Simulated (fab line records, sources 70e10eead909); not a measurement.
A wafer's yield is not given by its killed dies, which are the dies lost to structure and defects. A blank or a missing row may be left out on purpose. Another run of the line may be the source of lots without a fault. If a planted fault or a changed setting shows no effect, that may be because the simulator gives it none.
What tool caused it?    flow nandHarc    45 wafers from 15 lots sampled at 4 of the route's 1302 steps

== WHAT THE GAUGES SHOWED, per wafer ==
NHARC_P_STI_INSPECT_25.
lot   measured      on                rawDefectCount
L511  day 3 05:14   defectInspect-02  225 193 106
L513  day 3 20:13   defectInspect-02  266 258 278
L515  day 4 15:01   defectInspect-01  258 294 205
L517  day 5 13:21   defectInspect-01  157 134 146
L518  day 6 07:10   defectInspect-02  181 136 105
L520  day 7 00:08   defectInspect-01  240 315 170
L522  day 7 10:59   defectInspect-02  177 163 125
L525  day 9 01:54   defectInspect-01  143 197 131
L526  day 9 06:13   defectInspect-01  237 205 223
L527  day 9 16:16   defectInspect-02  116 268 210
L530  day 10 21:30  defectInspect-02  213 199 138
L531  day 11 10:54  defectInspect-02  149 142 216
L532  day 11 17:05  defectInspect-01  204 129 186
L533  day 12 03:17  defectInspect-02  270 193 287
L534  day 12 12:40  defectInspect-01  120 136 142

NHARC_P_GATE_CD_MEAS_26: target cd 120 nm.
lot   measured      on        cdNm (nm)
L511  day 4 07:00   cdSem-02  119.5 119.7 119.8
L513  day 4 20:51   cdSem-01  119.9 119.9 119.8
L515  day 5 14:37   cdSem-03  119.2 119.8 118.3
L517  day 6 12:52   cdSem-02  119.1 119.1 119.7
L518  day 7 06:11   cdSem-03  119.4 120.4 119.9
L520  day 8 00:20   cdSem-01  119.2 120.0 119.5
L522  day 8 15:55   cdSem-01  119.7 120.3 119.5
L525  day 10 00:27  cdSem-02  131.4 131.2 131.4 131.3 131.5 131.4
L526  day 10 04:35  cdSem-03  131.9 131.8 132.0 131.7 131.9 132.2
L527  day 10 16:35  cdSem-02  132.2 132.5 132.0 132.4 132.5 132.2
L530  day 11 21:19  cdSem-02  119.2 119.6 120.1
L531  day 12 12:14  cdSem-01  120.1 120.3 120.3
L532  day 12 16:37  cdSem-02  119.6 119.5 119.9
L533  day 13 04:50  cdSem-02  119.2 119.2 119.5
L534  day 13 11:11  cdSem-03  120.1 119.9 120.4

== WHICH TOOL RAN EACH LOT (tool, then ch and the chambers of the sampled wafers, then the start) ==
lot   NHARC_P_STI_ETCH_42                NHARC_P_GATE_PEB_24
L511  rieDiel-09 ch 2,3, day 2 04:19     lithoTrack-06 ch 0, day 4 06:55
L513  rieDiel-09 ch 1,2, day 2 15:16     lithoTrack-06 ch 0, day 4 20:46
L515  rieDiel-09 ch 1,2,3, day 3 12:04   lithoTrack-04 ch 0, day 5 14:32
L517  rieDiel-09 ch 0,1, day 4 07:22     lithoTrack-04 ch 0, day 6 12:47
L518  rieDiel-08 ch 0,2,3, day 4 20:58   lithoTrack-01 ch 0, day 7 06:06
L520  rieDiel-08 ch 0,1,3, day 5 19:05   lithoTrack-01 ch 0, day 8 00:15
L522  rieDiel-13 ch 1,2,3, day 6 09:24   lithoTrack-01 ch 0, day 8 15:50
L525  rieDiel-08 ch 0,1,3, day 7 15:07   lithoTrack-01 ch 0, day 10 00:22
L526  rieDiel-09 ch 1,2,3, day 8 00:08   lithoTrack-01 ch 0, day 10 04:30
L527  rieDiel-13 ch 0,1,3, day 8 12:22   lithoTrack-01 ch 0, day 10 16:31
L530  rieDiel-13 ch 0,3, day 9 19:34     lithoTrack-04 ch 0, day 11 21:14
L531  rieDiel-09 ch 0,2, day 10 06:16    lithoTrack-06 ch 0, day 12 12:09
L532  rieDiel-13 ch 0,1,2, day 10 15:46  lithoTrack-06 ch 0, day 12 16:32
L533  rieDiel-09 ch 0,2,3, day 11 00:39  lithoTrack-04 ch 0, day 13 04:45
L534  rieDiel-13 ch 1,2,3, day 11 08:40  lithoTrack-01 ch 0, day 13 11:06
- NHARC_P_STI_ETCH_42: etches the open film in N2/H2, target depth 80 nm, overetch 24 nm, time 61 s.
- NHARC_P_GATE_PEB_24: peb time 65 s.

== WHAT THE TOOLS THEMSELVES READ (means of the sampled wafers that have a number; where no wafer has one, the mark that the record gives instead) ==
NHARC_P_STI_ETCH_42.
lot   tool        drypumpMotorCurrentA (A)  oesProductAu (a.u.)  rfVppV (V)  showerheadPlenumPTorr (Torr)  throttleValvePct (%)
L511  rieDiel-09  5.5                       1.005                432.0       2.07                          14.169
L513  rieDiel-09  5.2                       1.001                429.0       2.01                          14.173
L515  rieDiel-09  5.4                       0.998                430.3       2.04                          14.160
L517  rieDiel-09  5.3                       1.001                432.4       2.07                          14.164
L518  rieDiel-08  5.8                       1.007                430.4       2.05                          14.169
L520  rieDiel-08  5.6                       1.011                430.6       2.06                          14.183
L522  rieDiel-13  5.5                       1.012                430.3       2.03                          14.170
L525  rieDiel-08  5.5                       1.006                430.3       2.06                          14.167
L526  rieDiel-09  5.4                       1.007                430.4       2.04                          14.167
L527  rieDiel-13  5.5                       0.997                428.9       1.99                          14.159
L530  rieDiel-13  5.7                       0.997                428.4       1.93                          14.172
L531  rieDiel-09  5.4                       1.006                431.3       2.07                          14.169
L532  rieDiel-13  5.7                       0.996                430.1       2.04                          14.173
L533  rieDiel-09  5.4                       0.992                431.4       2.07                          14.173
L534  rieDiel-13  5.4                       1.002                431.1       2.03                          14.172

NHARC_P_GATE_PEB_24.
lot   tool           heaterPowerTotalW (W)  plateTempC (C)
L511  lithoTrack-06  157.0                  99.99
L513  lithoTrack-06  156.9                  100.03
L515  lithoTrack-04  157.0                  100.09
L517  lithoTrack-04  156.8                  100.00
L518  lithoTrack-01  156.5                  100.04
L520  lithoTrack-01  156.3                  100.11
L522  lithoTrack-01  156.7                  100.05
L525  lithoTrack-01  149.9                  96.82
L526  lithoTrack-01  149.9                  96.97
L527  lithoTrack-01  149.9                  96.95
L530  lithoTrack-04  156.8                  100.03
L531  lithoTrack-06  156.6                  100.11
L532  lithoTrack-06  156.5                  99.94
L533  lithoTrack-04  156.2                  100.06
L534  lithoTrack-01  156.5                  99.92

== THE ANSWER, worked out from the rows above alone ==
Rule: usual is defined by the lots themselves. The widest of any qualifying gaps counts: lots, ordered by their means at a reading, are off when they make up no more than a third of the lots, leave a main group of 4 or more, and stand apart from it by 3 or more times the standard deviation of that group's means. A main group is skipped when, at the precision printed for the reading in the tables above, its means are all equal. A lot without any number at a reading at which 4 lots or more have one is off too. The other lots that the step has rows for count as sound. Order of review: gauges by route order, followed by the tools' own readings, for which a lot's mean as printed above is used. The first step at which some lot is off is used, and at that step the reading that is off furthest; a lot without a number counts as furthest.
Off: L525, L526, L527, at NHARC_P_GATE_CD_MEAS_26 (cdNm). For the main group the mean is 119.7 nm and the standard deviation 0.32.
If a tool, at a process step before that reading, ran all the lots that are off and no sound lot after the first of them, it fits. The gauges at NHARC_P_GATE_CD_MEAS_26 aren't tried: what is off there is off at NHARC_P_GATE_PEB_24 too, on other tools, and a gauge's error can't cause that. None of those tried fits.

== WHAT THE SIMULATOR PUT IN ==
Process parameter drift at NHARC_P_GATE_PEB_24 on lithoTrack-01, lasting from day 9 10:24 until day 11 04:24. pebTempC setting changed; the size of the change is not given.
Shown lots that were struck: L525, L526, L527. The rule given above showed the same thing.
